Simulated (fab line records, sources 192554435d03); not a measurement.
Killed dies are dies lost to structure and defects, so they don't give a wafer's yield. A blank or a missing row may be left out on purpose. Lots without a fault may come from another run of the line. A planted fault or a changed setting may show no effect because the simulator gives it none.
Which tool did it? | flow n5_finfet | 24 lots, 72 wafers sampled, at 5 steps of a route of 1938

WHAT THE GAUGES READ, wafer by wafer
N5_BEOL_M13_INSPECT_55: inspects for defects (darkfield).
lot  | measured     | on                | raw_defect_count
L074 | day 10 23:13 | defect_inspect-02 | 64 43 59
L075 | day 11 05:47 | defect_inspect-01 | 93 76 87
L077 | day 12 00:34 | defect_inspect-02 | 50 92 50
L078 | day 12 00:52 | defect_inspect-01 | 65 70 99
L079 | day 12 08:02 | defect_inspect-01 | 89 91 82
L080 | day 12 15:04 | defect_inspect-01 | 67 73 122
L082 | day 13 01:15 | defect_inspect-02 | 51 44 28
L081 | day 13 02:34 | defect_inspect-01 | 79 65 81
L083 | day 13 23:16 | defect_inspect-01 | 100 89 94
L084 | day 14 03:04 | defect_inspect-01 | 100 71 87
L086 | day 14 03:22 | defect_inspect-01 | 79 76 55
L085 | day 14 09:08 | defect_inspect-02 | 42 52 55
L087 | day 14 12:46 | defect_inspect-01 | 86 56 113
L089 | day 14 17:31 | defect_inspect-01 | 59 86 110
L088 | day 15 00:20 | defect_inspect-01 | 80 61 113
L090 | day 15 03:28 | defect_inspect-01 | 60 40 28
L091 | day 15 15:52 | defect_inspect-02 | 97 84 35
L092 | day 15 16:08 | defect_inspect-01 | 69 102 53
L093 | day 15 19:40 | defect_inspect-01 | 55 118 123
L094 | day 16 21:47 | defect_inspect-02 | 81 78 94
L076 | day 17 01:15 | defect_inspect-01 | 68 95 49
L095 | day 17 07:07 | defect_inspect-01 | 118 91 124
L097 | day 17 19:22 | defect_inspect-02 | 95 60 54
L096 | day 18 14:38 | defect_inspect-02 | 47 58 45

N5_BEOL_M14_THK_MEAS_01.
lot  | measured     | on            | M14_ILD_THK (nm)
L074 | day 10 23:31 | film_metro-01 | 1083 1084 1104
L075 | day 11 06:01 | film_metro-01 | 1092 1117 1125
L077 | day 12 00:47 | film_metro-01 | 1071 1110 1128
L078 | day 12 01:06 | film_metro-01 | 1112 1109 1126
L079 | day 12 08:15 | film_metro-01 | 1088 1117 1116
L080 | day 12 15:18 | film_metro-01 | 1118 1118 1125
L082 | day 13 01:29 | film_metro-01 | 1094 1108 1128
L081 | day 13 02:49 | film_metro-02 | 1096 1130 1129
L083 | day 13 23:29 | film_metro-01 | 1102 1113 1108
L084 | day 14 03:17 | film_metro-02 | 1105 1126 1144
L086 | day 14 03:35 | film_metro-02 | 1111 1091 1115
L085 | day 14 09:22 | film_metro-02 | 1080 1126 1097
L087 | day 14 12:59 | film_metro-02 | 1089 1095 1098
L089 | day 14 17:45 | film_metro-01 | 1091 1109 1110
L088 | day 15 00:34 | film_metro-02 | 1107 1136 1112
L090 | day 15 03:46 | film_metro-02 | 1080 1103 1103
L091 | day 15 16:05 | film_metro-02 | 1121 1094 1129
L092 | day 15 16:22 | film_metro-01 | 1102 1110 1114
L093 | day 15 19:53 | film_metro-02 | 1119 1149 1133
L094 | day 16 22:01 | film_metro-02 | 1143 1130 1131
L076 | day 17 01:29 | film_metro-01 | 1095 1090 1108
L095 | day 17 07:20 | film_metro-02 | 1102 1128 1133
L097 | day 17 19:40 | film_metro-02 | 1100 1105 1112
L096 | day 18 14:52 | film_metro-02 | 1096 1099 1138

WHICH TOOL RAN EACH LOT (tool, then ch and the chambers of the sampled wafers, then the start)
lot  | N5_BEOL_M13_ILD_DEP_00          | N5_BEOL_M13_STRIP_64                 | N5_BEOL_M13_ANNEAL_48
L074 | pecvd-02 ch 0,2, day 10 17:52   | plasma_asher-02 ch 0,1, day 10 19:02 | rtp_anneal-02 ch 0, day 10 22:28
L075 | pecvd-02 ch 0,1,2, day 11 01:30 | plasma_asher-02 ch 0,1, day 11 02:33 | rtp_anneal-01 ch 0, day 11 05:05
L077 | pecvd-03 ch 0,1, day 11 10:05   | plasma_asher-02 ch 0,1, day 11 11:02 | rtp_anneal-01 ch 0, day 11 23:49
L078 | pecvd-02 ch 1,2, day 11 13:06   | plasma_asher-01 ch 0,1, day 11 14:09 | rtp_anneal-01 ch 0, day 12 00:08
L079 | pecvd-01 ch 0,2, day 12 01:18   | plasma_asher-01 ch 0, day 12 02:22   | rtp_anneal-01 ch 0, day 12 07:16
L080 | pecvd-01 ch 0,1,2, day 12 08:22 | plasma_asher-01 ch 0,1, day 12 09:33 | rtp_anneal-02 ch 0, day 12 14:02
L082 | pecvd-02 ch 1,2, day 12 20:05   | plasma_asher-02 ch 0,1, day 12 21:18 | rtp_anneal-02 ch 0, day 13 00:36
L081 | pecvd-03 ch 1,2, day 12 22:03   | plasma_asher-01 ch 0,1, day 12 23:10 | rtp_anneal-01 ch 0, day 13 01:50
L083 | pecvd-03 ch 0,2, day 13 17:11   | plasma_asher-01 ch 0,1, day 13 18:14 | rtp_anneal-01 ch 0, day 13 22:34
L084 | pecvd-01 ch 1,2, day 13 21:26   | plasma_asher-01 ch 0,1, day 13 22:44 | rtp_anneal-02 ch 0, day 14 02:19
L086 | pecvd-02 ch 0,1,2, day 13 22:21 | plasma_asher-02 ch 0,1, day 13 23:17 | rtp_anneal-02 ch 0, day 14 02:35
L085 | pecvd-02 ch 0,2, day 14 03:39   | plasma_asher-01 ch 0,1, day 14 04:38 | rtp_anneal-02 ch 0, day 14 08:11
L087 | pecvd-01 ch 0,1,2, day 14 07:06 | plasma_asher-02 ch 0,1, day 14 08:25 | rtp_anneal-01 ch 0, day 14 12:01
L089 | pecvd-02 ch 1,2, day 14 13:06   | plasma_asher-02 ch 1, day 14 14:02   | rtp_anneal-02 ch 0, day 14 16:46
L088 | pecvd-02 ch 0,1, day 14 18:01   | plasma_asher-01 ch 0,1, day 14 19:00 | rtp_anneal-02 ch 0, day 14 23:34
L090 | pecvd-03 ch 1,2, day 14 21:03   | plasma_asher-02 ch 0,1, day 14 22:02 | rtp_anneal-02 ch 0, day 15 02:43
L091 | pecvd-02 ch 0,1, day 15 11:34   | plasma_asher-01 ch 0,1, day 15 12:37 | rtp_anneal-01 ch 0, day 15 15:07
L092 | pecvd-01 ch 0,1,2, day 15 11:49 | plasma_asher-02 ch 0,1, day 15 12:44 | rtp_anneal-01 ch 0, day 15 15:25
L093 | pecvd-03 ch 0,2, day 15 13:59   | plasma_asher-02 ch 1, day 15 15:01   | rtp_anneal-01 ch 0, day 15 18:52
L094 | pecvd-02 ch 0,1,2, day 16 17:23 | plasma_asher-02 ch 0,1, day 16 18:23 | rtp_anneal-02 ch 0, day 16 21:02
L076 | pecvd-03 ch 1,2, day 16 20:56   | plasma_asher-01 ch 0, day 16 21:52   | rtp_anneal-01 ch 0, day 17 00:31
L095 | pecvd-03 ch 0,1, day 17 01:34   | plasma_asher-01 ch 0,1, day 17 02:29 | rtp_anneal-01 ch 0, day 17 06:20
L097 | pecvd-02 ch 1,2, day 17 14:51   | plasma_asher-02 ch 0,1, day 17 15:47 | rtp_anneal-02 ch 0, day 17 18:19
L096 | pecvd-03 ch 0,1, day 18 09:45   | plasma_asher-01 ch 0,1, day 18 10:40 | rtp_anneal-02 ch 0, day 18 13:53
- N5_BEOL_M13_ILD_DEP_00: deposits SiOC from DEMS/O2, target thk 837.92 nm, time 166.4 s.
- N5_BEOL_M13_STRIP_64: strips in N2/H2.
- N5_BEOL_M13_ANNEAL_48: time 90 s.

WHAT THE TOOLS THEMSELVES READ (means of the sampled wafers that have a number; where no wafer has one, the mark that the record gives instead)
N5_BEOL_M13_ILD_DEP_00.
lot  | tool     | heater_power_w (W) | showerhead_plenum_p_Torr (Torr) | throttle_valve_pct (%)
L074 | pecvd-02 | 477                | 5.693                           | 11.4
L075 | pecvd-02 | 448                | 5.694                           | 11.6
L077 | pecvd-03 | 439                | 5.688                           | 12.2
L078 | pecvd-02 | 427                | 5.689                           | 11.6
L079 | pecvd-01 | 427                | 5.693                           | 11.5
L080 | pecvd-01 | 460                | 5.696                           | 11.7
L082 | pecvd-02 | 465                | 5.697                           | 11.6
L081 | pecvd-03 | 477                | 5.685                           | 10.8
L083 | pecvd-03 | 469                | 5.682                           | 12.0
L084 | pecvd-01 | 425                | 5.690                           | 11.6
L086 | pecvd-02 | 448                | 5.693                           | 11.6
L085 | pecvd-02 | 428                | 5.696                           | 11.6
L087 | pecvd-01 | 402                | 5.697                           | 11.7
L089 | pecvd-02 | 461                | 5.690                           | 11.8
L088 | pecvd-02 | 476                | 5.686                           | 11.9
L090 | pecvd-03 | 471                | 5.688                           | 11.4
L091 | pecvd-02 | 521                | 5.684                           | 12.0
L092 | pecvd-01 | 427                | 5.698                           | 11.7
L093 | pecvd-03 | 523                | 5.677                           | 11.3
L094 | pecvd-02 | 472                | 5.695                           | 11.7
L076 | pecvd-03 | 497                | 5.690                           | 11.3
L095 | pecvd-03 | 439                | 5.701                           | 12.4
L097 | pecvd-02 | 429                | 5.686                           | 11.7
L096 | pecvd-03 | 429                | 5.690                           | 12.4

N5_BEOL_M13_STRIP_64.
lot  | tool            | drypump_motor_current_A (A) | heater_power_w (W) | oes_product_au (a.u.) | strip_time_to_endpoint_s (s)
L074 | plasma_asher-02 | 5.66                        | 362                | 0.715                 | 31.42
L075 | plasma_asher-02 | 5.68                        | 357                | 0.713                 | 31.39
L077 | plasma_asher-02 | 5.67                        | 361                | 0.713                 | 31.35
L078 | plasma_asher-01 | 5.80                        | 372                | 0.712                 | 31.38
L079 | plasma_asher-01 | 5.91                        | 387                | 0.715                 | 31.37
L080 | plasma_asher-01 | 5.81                        | 367                | 0.722                 | 31.28
L082 | plasma_asher-02 | 5.68                        | 352                | 0.717                 | 31.40
L081 | plasma_asher-01 | 5.73                        | 354                | 0.712                 | 31.41
L083 | plasma_asher-01 | 5.75                        | 350                | 0.716                 | 31.40
L084 | plasma_asher-01 | 5.83                        | 368                | 0.717                 | 31.36
L086 | plasma_asher-02 | 5.67                        | 356                | 0.718                 | 31.48
L085 | plasma_asher-01 | 5.74                        | 359                | 0.717                 | 31.34
L087 | plasma_asher-02 | 5.75                        | 352                | 0.719                 | 31.35
L089 | plasma_asher-02 | 5.58                        | 358                | 0.716                 | 31.40
L088 | plasma_asher-01 | 5.75                        | 349                | 0.715                 | 31.36
L090 | plasma_asher-02 | 5.67                        | 356                | 0.718                 | 31.50
L091 | plasma_asher-01 | 5.81                        | 371                | 0.714                 | 31.37
L092 | plasma_asher-02 | 5.73                        | 356                | 0.719                 | 31.49
L093 | plasma_asher-02 | 5.57                        | 356                | 0.710                 | 31.33
L094 | plasma_asher-02 | 5.65                        | 357                | 0.714                 | 31.32
L076 | plasma_asher-01 | 5.90                        | 386                | 0.715                 | 31.48
L095 | plasma_asher-01 | 5.71                        | 347                | 0.715                 | 31.33
L097 | plasma_asher-02 | 5.67                        | 355                | 0.712                 | 31.41
L096 | plasma_asher-01 | 5.72                        | 345                | 0.716                 | 31.47

N5_BEOL_M13_ANNEAL_48.
lot  | tool          | wafer_temp_C_max
L074 | rtp_anneal-02 | 225.69
L075 | rtp_anneal-01 | 225.87
L077 | rtp_anneal-01 | 225.98
L078 | rtp_anneal-01 | 225.74
L079 | rtp_anneal-01 | 226.30
L080 | rtp_anneal-02 | 225.69
L082 | rtp_anneal-02 | 225.62
L081 | rtp_anneal-01 | 226.26
L083 | rtp_anneal-01 | 226.42
L084 | rtp_anneal-02 | 225.77
L086 | rtp_anneal-02 | 225.93
L085 | rtp_anneal-02 | 225.88
L087 | rtp_anneal-01 | 226.30
L089 | rtp_anneal-02 | 225.86
L088 | rtp_anneal-02 | 225.99
L090 | rtp_anneal-02 | 225.53
L091 | rtp_anneal-01 | 226.09
L092 | rtp_anneal-01 | 225.96
L093 | rtp_anneal-01 | 226.21
L094 | rtp_anneal-02 | 226.01
L076 | rtp_anneal-01 | 226.16
L095 | rtp_anneal-01 | 226.01
L097 | rtp_anneal-02 | 225.63
L096 | rtp_anneal-02 | 225.86

THE ANSWER, worked out from the rows above alone
Rule: what is usual is taken from the lots themselves. Put in order of their means at a reading, lots are off if they are a third of the lots or fewer, leave a main group of 4 or more, and stand apart from it by a gap of 3 or more times the standard deviation of the main group's means; of several such gaps the widest counts. A main group whose means are all the same, to the digits that the tables above print for the reading, isn't used. A lot without any number at a reading at which 4 lots or more have one is off too. The other lots that the step has rows for count as sound. The gauges are gone through in route order, then the tools' own readings, and for those a lot's mean is taken as printed above. The first step at which some lot is off is used, and at that step the reading that is off furthest; a lot without a number counts as furthest.
No lot is off at any reading shown: from this, nothing can be told.

WHAT THE SIMULATOR HAD PUT IN
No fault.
